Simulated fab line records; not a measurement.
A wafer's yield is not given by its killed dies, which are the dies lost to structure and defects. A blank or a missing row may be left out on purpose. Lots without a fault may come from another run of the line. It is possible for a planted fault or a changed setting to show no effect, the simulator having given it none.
Struck lot and sound lot, side by side	flow nand_harc	15 out of 1302 route steps
Sound: the wafers L152.1, L152.2, L152.6. Wafers L141.1, L141.4, L141.6 were the ones struck. Last of all comes the cause.
Per side, at each step with rows, come the tool, then ch with its chambers, and then its first start. Under that, the readings that differ: sound wafers	struck wafers	difference of the means	sigmas: that difference in standard deviations of wafers without a fault.
alike: same words and numbers on both sides, and readings whose means sit less than 2 such deviations apart. not compared: any withheld reading, any reading some wafer has no value for, any bound like >300 that may hide the same value, and any number with overlapping values for which the record gives no deviation.
Wherever a step has rows on one side only, a row that says differs or no value, or a row with sigmas, the two part there. Numbers that don't overlap but have no deviation are shown without sigmas and don't part them. Lack of a reading on every wafer of one side parts them only where that side has two or more wafers.

first, 2 steps without rows for these wafers: NHARC_A_CONTACT_STRIP_104 (strips in CF4/CHF3); NHARC_A_CONTACT_STRIP_105 (strips in O2/COS).
NHARC_A_CONTACT_ETCH_106: etches the open film in CF4/O2, target depth 90 nm, overetch 9 nm, time 49.5 s.
  sound on rie_diel-04 ch 1,2,3, day 29 08:34; struck on rie_diel-04 ch 0,1,2, day 24 18:52
  alike: cf4_flow_sccm, drypump_motor_current_A, o2_flow_sccm, oes_product_au, rf_vpp_V, showerhead_plenum_p_Torr, throttle_valve_pct
  not compared: rf_hours_counter_h
NHARC_A_CONTACT_STRIP_82: strips in O2.
  sound on rie_diel-04 ch 0,1,3; struck on rie_diel-04 ch 0,1,3
  alike: drypump_motor_current_A, o2_flow_sccm, oes_product_au, rf_vpp_V, showerhead_plenum_p_Torr, throttle_valve_pct
  not compared: rf_hours_counter_h
then, 1 step without rows for these wafers: NHARC_A_CONTACT_STRIP_83 (strips in post etch residue remover, time 600 s).
NHARC_A_CONTACT_DEP_84: deposits aC, target thk 2800 nm.
  sound on acl_dep-02 ch 0, day 29 10:59; struck on acl_dep-03 ch 0, day 24 20:04
  alike: throttle_valve_pct
NHARC_A_CONTACT_DEP_85: deposits SiON, target thk 60 nm.
  sound on pecvd-03 ch 0,1, day 29 12:45; struck on pecvd-02 ch 1,2, day 24 21:52
reading	sound	struck	difference	sigmas
heater_power_w (W)	652 579 608	921 652 925	+220	+2
then, 5 steps without rows for these wafers: NHARC_A_CONTACT_DEHYDRATE_00 (time 120 s); NHARC_A_CONTACT_HMDS_01 (time 30 s); NHARC_A_CONTACT_COAT_86 (time 75 s); NHARC_A_CONTACT_COAT_87 (time 65 s); NHARC_A_CONTACT_COAT_02 (resist thk 90 nm).
NHARC_A_CONTACT_SOFTBAKE_03: time 55 s.
  sound on litho_track-06 ch 0, day 29 13:00; struck on litho_track-06 ch 0, day 24 22:00
reading	sound	struck	difference	sigmas
heater_power_total_W (W)	188.46 188.25 188.48	190.75 190.88 190.83	+2.42	+19
  alike: exhaust_pa
then, 2 steps without rows for these wafers: NHARC_A_CONTACT_EBR_04; NHARC_END_SORT_01.

WHERE THEY PART
First at NHARC_A_CONTACT_DEP_85; last, within this record, at NHARC_A_CONTACT_SOFTBAKE_03.

WHY: whatever the simulator had introduced
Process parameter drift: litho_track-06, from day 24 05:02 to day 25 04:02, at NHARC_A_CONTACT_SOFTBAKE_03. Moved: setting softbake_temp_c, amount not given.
